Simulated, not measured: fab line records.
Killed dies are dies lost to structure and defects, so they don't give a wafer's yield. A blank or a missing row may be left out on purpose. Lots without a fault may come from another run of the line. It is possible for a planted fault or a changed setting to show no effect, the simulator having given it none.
Which tool is to blame? | flow n5-finfet | 10 lots with 28 wafers sampled at 5 steps, on a route of 1938 steps

== WHAT THE GAUGES SHOWED, per wafer ==
N5_DUMMY_GATE_CD_MEAS_24: target cd 15 nm.
lot  | measured    | on        | cd-nm (nm)
L843 | day 3 19:19 | cd-sem-03 | 15.2 14.6 15.4
L844 | day 4 02:02 | cd-sem-01 | 15.0 15.3 15.0
L847 | day 4 21:03 | cd-sem-01 | 15.5 15.5 15.1
L848 | day 5 02:44 | cd-sem-01 | 14.4 15.6 14.3
L849 | day 5 06:14 | cd-sem-01 | 14.5 15.3 15.2
L850 | day 5 12:37 | cd-sem-01 | 15.4 15.4 15.1
L851 | day 5 17:03 | cd-sem-01 | 14.4 15.7 14.9
L857 | day 7 09:11 | cd-sem-02 | 14.3 14.7
L861 | day 8 06:05 | cd-sem-02 | 14.7 15.6
L862 | day 8 10:06 | cd-sem-02 | 14.8 15.1 14.7

N5_BEOL_M4_RC_MEAS_101.
lot  | measured     | on        | DIBL_N (mV/V)  | DIBL_P (mV/V)  | IOFF_N (nA/um)    | IOFF_P (nA/um) | ION_N (uA/um) | ION_P (uA/um) | SS_N (mV/dec)  | SS_P (mV/dec)  | VT_N (mV)   | VT_P (mV)
L843 | day 8 11:33  | prober-02 | 36.9 36.9 34.7 | 36.3 35.9 34.3 | 0.167 0.153 0.123 | 0.18 0.18 0.16 | 677 660 672   | 461 448 457   | 71.3 71.9 70.7 | 73.6 73.7 72.6 | 250 255 254 | -254 -255 -254
L844 | day 8 13:30  | prober-01 | 36.4 35.6 35.0 | 39.0 36.4 36.8 | 0.167 0.153 0.141 | 0.26 0.22 0.21 | 684 667 660   | 469 466 462   | 72.0 71.8 70.9 | 73.6 72.4 73.0 | 249 253 251 | -245 -247 -249
L847 | day 9 17:29  | prober-01 | 36.7 38.2 37.4 | 35.6 37.2 36.1 | 0.160 0.192 0.167 | 0.20 0.23 0.21 | 682 669 680   | 462 458 463   | 72.3 71.8 71.4 | 72.7 73.3 73.8 | 249 245 247 | -252 -249 -249
L848 | day 9 16:02  | prober-02 | 36.1 36.3 36.6 | 35.1 35.6 35.9 | 0.155 0.168 0.159 | 0.20 0.22 0.22 | 669 681 673   | 462 465 461   | 71.7 70.9 71.8 | 73.6 73.2 74.5 | 252 248 251 | -251 -247 -250
L849 | day 10 00:16 | prober-02 | 37.0 36.4 36.6 | 36.3 35.2 36.0 | 0.172 0.160 0.163 | 0.20 0.18 0.19 | 684 684 682   | 466 468 461   | 72.0 71.0 71.5 | 73.8 73.5 73.7 | 248 248 251 | -253 -253 -253
L850 | day 10 11:10 | prober-02 | 32.3 34.6 34.7 | 32.4 35.4 35.3 | 0.112 0.156 0.142 | 0.19 0.23 0.22 | 658 682 660   | 462 467 459   | 70.2 71.0 71.6 | 72.7 73.5 73.2 | 254 250 252 | -249 -247 -247
L851 | day 10 20:08 | prober-01 | 39.2 32.8 35.6 | 38.8 30.8 34.7 | 0.220 0.107 0.146 | 0.28 0.16 0.21 | 699 658 670   | 477 465 463   | 72.1 70.5 71.4 | 74.7 72.3 73.2 | 243 254 252 | -247 -252 -252
L857 | day 12 10:09 | prober-02 | 38.8 37.1      | 38.5 36.2      | 0.179 0.156       | 0.24 0.22      | 675 687       | 463 470       | 71.9 71.3      | 73.6 72.2      | 249 248     | -250 -248
L861 | day 13 08:37 | prober-02 | 34.3 34.2      | 34.3 33.8      | 0.137 0.136       | 0.20 0.19      | 671 672       | 463 468       | 71.6 70.3      | 73.4 72.6      | 252 250     | -247 -249
L862 | day 13 10:40 | prober-01 | 35.1 36.1 35.9 | 35.2 36.0 36.8 | 0.132 0.156 0.150 | 0.16 0.18 0.19 | 676 674 680   | 463 461 462   | 70.9 71.5 71.0 | 72.4 73.2 72.9 | 251 250 251 | -254 -256 -253

== WHICH TOOL RAN EACH LOT (tool, then ch and the chambers of the sampled wafers, then the start) ==
lot  | N5_SD_EPI_N_VAPOR_ETCH_50      | N5_SD_EPI_P_ETCH_36               | N5_SD_EPI_P_STRIP_40
L843 | epi-rpcvd-04 ch 0, day 3 23:44 | rie-diel-05 ch 2,3, day 4 03:37   | plasma-asher-01 ch 0,1, day 4 04:25
L844 | epi-rpcvd-02 ch 0, day 4 05:29 | rie-diel-02 ch 0,2,3, day 4 08:28 | plasma-asher-02 ch 0, day 4 09:17
L847 | epi-rpcvd-04 ch 0, day 5 00:28 | rie-diel-05 ch 0,2,3, day 5 05:00 | plasma-asher-01 ch 0, day 5 05:47
L848 | epi-rpcvd-02 ch 0, day 5 06:16 | rie-diel-04 ch 0,2,3, day 5 09:14 | plasma-asher-01 ch 0,1, day 5 10:02
L849 | epi-rpcvd-03 ch 0, day 5 09:23 | rie-diel-02 ch 1,2, day 5 12:22   | plasma-asher-01 ch 0,1, day 5 13:10
L850 | epi-rpcvd-04 ch 0, day 5 15:32 | rie-diel-05 ch 2,3, day 5 18:43   | plasma-asher-01 ch 0,1, day 5 19:32
L851 | epi-rpcvd-03 ch 0, day 5 19:53 | rie-diel-05 ch 0,1,2, day 5 22:57 | plasma-asher-02 ch 0,1, day 5 23:44
L857 | epi-rpcvd-04 ch 0, day 7 12:04 | rie-diel-05 ch 1,2, day 7 15:22   | plasma-asher-01 ch 0,1, day 7 16:09
L861 | epi-rpcvd-04 ch 0, day 8 09:20 | rie-diel-05 ch 0,1, day 8 12:32   | plasma-asher-01 ch 0,1, day 8 13:20
L862 | epi-rpcvd-02 ch 0, day 8 14:47 | rie-diel-04 ch 1,2,3, day 8 20:30 | plasma-asher-01 ch 0,1, day 8 21:18
- N5_SD_EPI_N_VAPOR_ETCH_50: etches Si in HCl, time 54 s.
- N5_SD_EPI_P_ETCH_36: etches SiARC in CF4, target depth 45.5 nm, time 75.8 s.
- N5_SD_EPI_P_STRIP_40: strips in N2/H2.

== AS READ BY THE TOOLS THEMSELVES (means over the sampled wafers that have a number; for cases with no such wafer, the mark the record gives instead) ==
N5_SD_EPI_N_VAPOR_ETCH_50.
lot  | tool         | throttle-valve-pct (%)
L843 | epi-rpcvd-04 | 12.2
L844 | epi-rpcvd-02 | 11.8
L847 | epi-rpcvd-04 | 12.2
L848 | epi-rpcvd-02 | 11.7
L849 | epi-rpcvd-03 | 11.4
L850 | epi-rpcvd-04 | 12.4
L851 | epi-rpcvd-03 | 11.6
L857 | epi-rpcvd-04 | 12.2
L861 | epi-rpcvd-04 | 12.2
L862 | epi-rpcvd-02 | 11.6

N5_SD_EPI_P_ETCH_36.
lot  | tool        | drypump-motor-current-A (A) | etch-rf-on-time-s (s) | oes-product-au (a.u.) | rf-vpp-V (V) | showerhead-plenum-p-Torr (Torr) | throttle-valve-pct (%)
L843 | rie-diel-05 | 6.4                         | 76.6                  | 0.76                  | 183.2        | 2.09                            | 15.43
L844 | rie-diel-02 | 6.1                         | 76.4                  | 0.68                  | 184.2        | 2.12                            | 15.71
L847 | rie-diel-05 | 6.1                         | 76.3                  | 0.72                  | 183.9        | 2.14                            | 15.49
L848 | rie-diel-04 | 5.5                         | 75.7                  | 0.59                  | 183.0        | 2.15                            | 15.75
L849 | rie-diel-02 | 6.4                         | 78.6                  | 0.64                  | 184.4        | 2.14                            | 15.90
L850 | rie-diel-05 | 6.4                         | 77.0                  | 0.74                  | 182.9        | 2.09                            | 15.47
L851 | rie-diel-05 | 5.8                         | 75.8                  | 0.70                  | 183.0        | 2.14                            | 15.51
L857 | rie-diel-05 | 6.0                         | 55.3                  | 0.87                  | 183.4        | 2.09                            | 15.52
L861 | rie-diel-05 | 5.5                         | 55.3                  | 0.76                  | 183.3        | 2.13                            | 15.54
L862 | rie-diel-04 | 5.5                         | 75.2                  | 0.66                  | 184.4        | 2.23                            | 15.49

N5_SD_EPI_P_STRIP_40.
lot  | tool            | drypump-motor-current-A (A) | heater-power-w (W) | oes-product-au (a.u.)
L843 | plasma-asher-01 | 6.1                         | 324                | 0.775
L844 | plasma-asher-02 | 5.3                         | 307                | 0.760
L847 | plasma-asher-01 | 6.2                         | 302                | 0.754
L848 | plasma-asher-01 | 6.2                         | 315                | 0.771
L849 | plasma-asher-01 | 6.2                         | 315                | 0.759
L850 | plasma-asher-01 | 6.2                         | 312                | 0.761
L851 | plasma-asher-02 | 5.3                         | 325                | 0.762
L857 | plasma-asher-01 | 6.2                         | 326                | 0.767
L861 | plasma-asher-01 | 6.2                         | 323                | 0.748
L862 | plasma-asher-01 | 6.1                         | 328                | 0.756

== THE ANSWER, worked out from the rows above alone ==
Rule: the lots themselves supply what counts as usual. Put in order of their means at a reading, lots are off if they are a third of the lots or fewer, leave a main group of 4 or more, and stand apart from it by a gap of 3 or more times the standard deviation of the main group's means; of several such gaps the widest counts. Not used: any main group whose means are identical at the precision the tables above print for the reading. Also off: a lot with no number at a reading for which 4 or more lots have one. All remaining lots with rows at the step are treated as sound. First the gauges in route order, then the tools' own readings, where a lot's mean is used as printed above. At the first step where some lot is off, the reading lying furthest off is the one used; lots without a number count as furthest.
Off, at N5_SD_EPI_P_ETCH_36 on etch-rf-on-time-s: L857, L861. Mean 76.5 s and standard deviation 0.97 in the main group.
If a tool, at that step or one of the process steps before it, ran each lot that is off and ran no sound lot following the first of them, it fits. This does not decide it: 2 tools fit, namely epi-rpcvd-04 at N5_SD_EPI_N_VAPOR_ETCH_50 and rie-diel-05 at N5_SD_EPI_P_ETCH_36.

== WHAT THE SIMULATOR HAD INSERTED ==
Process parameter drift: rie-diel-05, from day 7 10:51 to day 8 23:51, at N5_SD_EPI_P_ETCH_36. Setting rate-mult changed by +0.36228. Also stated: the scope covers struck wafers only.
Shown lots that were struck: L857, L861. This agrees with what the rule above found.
